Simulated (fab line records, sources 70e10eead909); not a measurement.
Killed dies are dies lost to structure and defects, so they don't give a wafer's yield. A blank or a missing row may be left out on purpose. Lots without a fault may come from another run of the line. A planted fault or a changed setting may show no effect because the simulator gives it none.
fab line records | flow nand_harc | part 2 of 2: steps 21 to 28 of 28
record lots=5 wafers=15 last_day=32
route steps=1302 shown A_SGD_CUT@897 A_SLIT@922
lots that met no fault: from a run of the same line without faults
start_h: hours from the record's first day to the start of the lot's first wafer shown | wait_h: hours since the lot's step before | " the same as in the row above | L1.1+2: a row that stands for several wafers | - no value, or no start given | * or withheld: withheld | < > ~ a bound
route shown NAME@n: a module of which the file shows steps, and the number in the route of the first | usual: mean/standard deviation of fault-free wafers | same: alike in all rows | chamber/n: place in a boat | sites: the reading at each site | _std_site: their standard deviation | _edge_site: outer sites' mean less inner sites' | radius_mm: how far each site lies from the wafer's centre | mask NAME#n: copy n | behind: the tool/chamber that last shaped the wafer | hold: why the lot was held/for how many hours/how that ended | device: the transistor (n, p or np) that didn't switch | end of line: the same wafers' tests at the end of the route | a step without rows: its recipe alone | killed: dies lost to structure and defects at the first sort, not the wafer's yield | map: a wafer's dies, x killed, . not, _ none there
set.NAME: the setting as run; set.NAME@STEP: as run at that earlier step | model.NAME: the simulator's own value behind a step, which no gauge read
lots at some steps of the route; a table a step, a row a wafer
services: from which hour (start_h, from the record's first day; less than 0 if before it) a tool's chamber was out of use, for how many hours, and why
## steps
# step NHARC_A_SGD_CUT_SRD_23
# columns lot.wafer tool chamber start_h wait_h
L077.2+3+4 wet_bench-04 1,3,6 475.50 0.0
L084.6+5+3 wet_bench-06 2,3,4 545.31 0.0
L088.3+1+6 wet_bench-09 6,1,2 580.79 0.0
L090.2+3+4 wet_bench-06 7,0,2 610.63 0.0
L095.2+1+4 wet_bench-04 6,7,1 653.99 0.0
# step NHARC_A_SGD_CUT_ETCH_26
# recipe target_depth_a=458 chemistry=dHF material=SiO2
# columns lot.wafer tool chamber start_h wait_h
L077.2+3+4 wet_bench-04 1,3,6 475.52 0.0
L084.6+5+3 wet_bench-06 2,3,4 545.33 0.0
L088.3+1+6 wet_bench-09 6,1,2 580.82 0.0
L090.2+3+4 wet_bench-06 7,0,2 610.66 0.0
L095.2+1+4 wet_bench-04 6,7,1 654.01 0.0
# step NHARC_A_SGD_CUT_ETCHBACK_24
# recipe target_depth_a=500 over_etch_frac=0.3 time_s=92.857 ion_energy_ev=120 ch3f_flow_sccm=50 o2_flow_sccm=30 ar_flow_sccm=200 rf_w=500 bias_w=100 chemistry=CH3F/O2
# usual ch3f_flow_sccm=50.02/0.14 chamber_pressure_mTorr=25.002/0.025 drypump_motor_current_A=5.6/0.49 oes_product_au=0.96/0.035 rf_vpp_V=243.5/1.5 showerhead_plenum_p_Torr=2.39/0.087 throttle_valve_pct=20.665/0.0092
# columns lot.wafer tool chamber start_h wait_h ch3f_flow_sccm chamber_pressure_mTorr drypump_motor_current_A oes_product_au rf_hours_counter_h rf_vpp_V showerhead_plenum_p_Torr throttle_valve_pct
L077.2 rie_diel-11 1 475.69 0.2 50.01 25.051 5.1 0.99 2 243.3 2.36 20.668
L077.4 " 2 " " 50.03 25.003 5.9 0.99 1 241.1 2.32 20.657
L077.3 " 3 " " 49.98 25.008 5.4 1.00 2 243.7 2.38 20.664
L084.3 rie_diel-13 1 545.52 0.2 50.03 24.997 4.8 0.93 1 246.1 2.54 20.661
L084.5 " 2 " " 50.14 25.017 5.6 0.93 - 243.0 2.34 20.667
L084.6 " 3 " " 49.73 24.989 5.9 0.92 - 241.9 2.33 20.656
L088.1 rie_diel-07 2 580.98 0.1 49.90 25.026 5.7 0.92 4 245.6 2.43 20.671
L088.3 " 0 " " 49.96 24.953 5.4 0.95 6 241.6 2.32 20.671
L088.6 " 2 " " 49.85 24.971 5.7 0.92 - 243.6 2.43 20.663
L090.2 rie_diel-13 3 610.84 0.2 49.97 24.976 5.9 0.99 6 243.5 2.32 20.667
L090.3 " 0 " " 50.06 25.044 5.6 1.00 7 244.1 2.44 20.651
L090.4 " 2 " " 50.06 24.980 5.6 1.00 6 243.9 2.33 20.669
L095.1 rie_diel-11 1 654.16 0.1 50.16 25.025 5.1 0.98 1 243.0 2.36 20.672
L095.4 " 2 " " 49.98 24.971 5.9 0.98 1 244.1 2.32 20.665
L095.2 " 0 " " 50.13 24.988 6.4 0.98 1 244.6 2.58 20.652
# step NHARC_A_SGD_CUT_STRIP_28
# recipe time_s=20 o2_flow_sccm=500 ar_flow_sccm=0 bias_w=0 chemistry=O2
# usual chamber_pressure_mTorr=60.00/0.054 drypump_motor_current_A=5.6/0.5 oes_product_au=1.000/0.0097 rf_vpp_V=57.6/0.83 showerhead_plenum_p_Torr=3.43/0.12 throttle_valve_pct=17.037/0.0092
# columns lot.wafer tool chamber start_h wait_h chamber_pressure_mTorr drypump_motor_current_A oes_product_au rf_hours_counter_h rf_vpp_V showerhead_plenum_p_Torr throttle_valve_pct
L077.2 rie_diel-11 1 - - 60.04 5.1 0.998 2 55.6 3.39 17.042
L077.3 " 3 " " 60.03 5.3 0.998 2 57.7 3.41 17.059
L077.4 " 0 " " 60.09 6.4 0.992 2 56.0 3.70 17.020
L084.3 rie_diel-13 2 - - 59.94 5.6 1.006 1 56.3 3.36 17.037
L084.5 " 2 " " 60.04 5.6 1.012 - 57.2 3.36 17.028
L084.6 " 3 " " 60.00 5.9 1.004 - 57.8 3.34 17.035
L088.1 rie_diel-07 3 - - 60.04 5.0 1.003 6 57.7 3.32 17.041
L088.3 " 1 " " 60.05 6.4 1.015 5 57.6 3.36 17.042
L088.6 " 3 " " 60.06 5.0 1.012 - 58.3 3.32 17.025
L090.3 rie_diel-13 2 - - 60.02 5.6 1.007 6 57.2 3.36 17.057
L090.2 " 3 " " 59.97 5.9 0.989 6 56.6 3.34 17.040
L090.4 " 0 " " 60.03 5.6 1.007 7 56.9 3.50 17.035
L095.1 rie_diel-11 0 - - 60.05 6.4 1.004 1 57.6 3.70 17.035
L095.4 " 2 " " 60.02 5.9 1.002 1 56.8 3.33 17.047
L095.2 " 3 " " 59.98 5.4 1.006 1 58.4 3.41 17.030
# step NHARC_A_SGD_CUT_INSPECT_25
# usual raw_defect_count=391/100
# columns lot.wafer tool chamber start_h wait_h raw_defect_count
L077.2 defect_inspect-02 - 475.92 - 345
L077.3 " - " " 338
L077.4 " - " " 356
L084.3 defect_inspect-01 - 545.72 - 489
L084.5 " - " " 467
L084.6 " - " " 315
L088.1 defect_inspect-01 - 581.21 - 452
L088.3 " - " " 496
L088.6 " - " " 383
L090.2 defect_inspect-01 - 611.08 - 337
L090.3 " - " " 360
L090.4 " - " " 277
L095.1 defect_inspect-02 - 654.40 - 380
L095.2 " - " " 433
L095.4 " - " " 365
# step NHARC_A_SLIT_DEP_25
# recipe target_thk_a=2000 temp_c=400 pressure_torr=6.5 rf_w=900 teos_flow_sccm=161.4 flow_sccm=2650 target_thk_nm=200 gas=O2 material=SiO2
# usual heater_power_w=489/64 throttle_valve_pct=15.8/0.45
# columns lot.wafer tool chamber start_h wait_h heater_power_w throttle_valve_pct
L077.3 pecvd-02 1 476.03 0.1 393 15.7
L077.2 " 2 " " 433 16.3
L077.4 " 1 " " 401 15.9
L084.3 pecvd-04 1 545.79 0.1 581 16.0
L084.6 " 2 " " 388 15.6
L084.5 " 0 " " 464 15.5
L088.1 pecvd-04 0 581.31 0.1 538 15.7
L088.3 " 1 " " 513 16.1
L088.6 " 2 " " 481 15.9
L090.3 pecvd-03 1 611.19 0.1 427 14.8
L090.2 " 2 " " 518 15.6
L090.4 " 2 " " 541 15.8
L095.2 pecvd-02 2 654.47 0.1 455 16.2
L095.1 " 1 " " 426 15.5
L095.4 " 1 " " 427 15.7
# step NHARC_A_SLIT_DEP_00
# recipe target_thk_a=62000 temp_c=400 material=aC
# usual throttle_valve_pct=35.000/0.0087
# columns lot.wafer tool chamber start_h wait_h throttle_valve_pct
L077.2 acl_dep-03 0 477.97 - 34.991
L077.3 " 0 " " 35.013
L077.4 " 0 " " 35.006
L084.3 acl_dep-01 0 547.39 - 35.004
L084.5 " 0 548.65 - 34.993
L084.6 " 0 " " 34.991
L088.1 acl_dep-01 0 581.61 - 35.002
L088.3 " 0 582.85 - 34.996
L088.6 " 0 584.70 - 35.006
L090.2 acl_dep-03 0 613.36 - 34.989
L090.3 " 0 " " 35.006
L090.4 " 0 " " 35.007
L095.1 acl_dep-03 0 656.32 - 35.014
L095.2 " 0 " " 34.997
L095.4 " 0 658.20 - 34.991
# step NHARC_A_SLIT_DEP_23
# recipe target_thk_a=1000 target_thk_nm=100 temp_c=400 pressure_torr=3.5 flow_sccm=200 rf_w=350 material=SiON
# usual heater_power_w=688/57
# columns lot.wafer tool chamber start_h wait_h heater_power_w
L077.2 pecvd-04 2 481.13 2.5 553
L077.3 " 0 " " 658
L077.4 " 2 " " 570
L084.3 pecvd-02 2 550.00 2.0 648
L084.6 " 0 " " 704
L084.5 " 1 " " 679
L088.1 pecvd-02 2 585.34 3.1 719
L088.3 " 1 " " 695
L088.6 " 2 " " 714
L090.2 pecvd-03 2 616.55 2.6 749
L090.3 " 0 " " 724
L090.4 " 1 " " 691
L095.1 pecvd-04 1 660.13 3.2 805
L095.2 " 2 " " 631
L095.4 " 1 " " 787
## services
# columns tool chamber start_h hours kind
pecvd-04 - 450.00 13.0 pm
rie_diel-11 2 450.85 4.7 repair
rie_diel-13 2 461.74 1.5 repair
rie_diel-07 - 471.20 9.0 pm
rie_diel-11 - 483.77 1.4 repair
rie_diel-11 3 495.60 7.9 repair
cmp-04 - 503.00 4.0 pm
litho_track-01 - 505.00 7.0 pm
rie_diel-13 - 519.00 9.0 pm
cmp-04 - 522.24 0.9 repair
wet_bench-09 - 528.80 8.0 pm
litho_track-06 - 529.00 7.0 pm
pecvd-02 - 531.01 1.8 repair
cmp-04 - 535.98 1.9 repair
rie_diel-13 - 544.72 0.5 repair
wet_bench-06 - 545.60 8.0 pm
fcvd-01 - 547.00 13.0 pm
litho_track-04 - 553.00 7.0 pm
wet_bench-04 - 579.21 8.0 pm
pecvd-02 0 581.42 23.1 repair
cmp-04 - 586.88 2.2 repair
pecvd-02 - 590.82 13.0 pm
rie_diel-11 - 609.50 9.0 pm
rie_diel-07 - 648.20 9.0 pm
